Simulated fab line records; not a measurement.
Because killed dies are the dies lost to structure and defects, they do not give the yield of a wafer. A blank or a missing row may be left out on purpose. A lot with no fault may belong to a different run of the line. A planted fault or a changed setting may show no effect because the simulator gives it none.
Chamber matching -- flow n5-finfet -- N5_FIN_SAQP_ETCH_67 on rie-diel-05: 4 sister chambers
The step etches SiNx in CH3F/O2, target depth 30 nm. 4 wafers are shown with their chamber, then 7 later ones without.

## EACH WAFER AND ITS CHAMBER
wafer,chamber,showerhead-plenum-p-Torr (Torr)
L082.3,1,2.09
L087.4,3,1.94
L088.1,2,2.04
L088.3,0,2.04

## WAFERS WITHOUT THEIR CHAMBER
wafer,showerhead-plenum-p-Torr (Torr)
L088.4,2.04
L090.1,2.03
L090.2,2.04
L090.4,2.04
L092.2,1.94
L092.3,2.04
L092.5,2.04

## THE CHAMBER EACH PASSED THROUGH
wafer,from the rows above,in truth
L088.4,can't be placed: 0 or 2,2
L090.1,can't be placed: 0 or 2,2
L090.2,can't be placed: 0 or 2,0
L090.4,can't be placed: 0 or 2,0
L092.2,3,3
L092.3,can't be placed: 0 or 2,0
L092.5,can't be placed: 0 or 2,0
Placed correctly: 1 of 7. Can't be placed from these rows: 6 (the true chamber is among the candidates in 6). Placed wrongly: 0.
How it was worked out, from the rows above alone: a wafer's distance from a chamber is the root of the sum, over the readings, of the square of ((its reading less the chamber's mean) divided by the reading's scatter). The wafer belongs to the nearest chamber; if the next one is less than 2 further off, it can't be placed. Each chamber's mean is taken over the wafers shown for it. The scatter: root of mean squared gap, hidden wafer to nearest shown wafer, with one shown wafer a chamber.
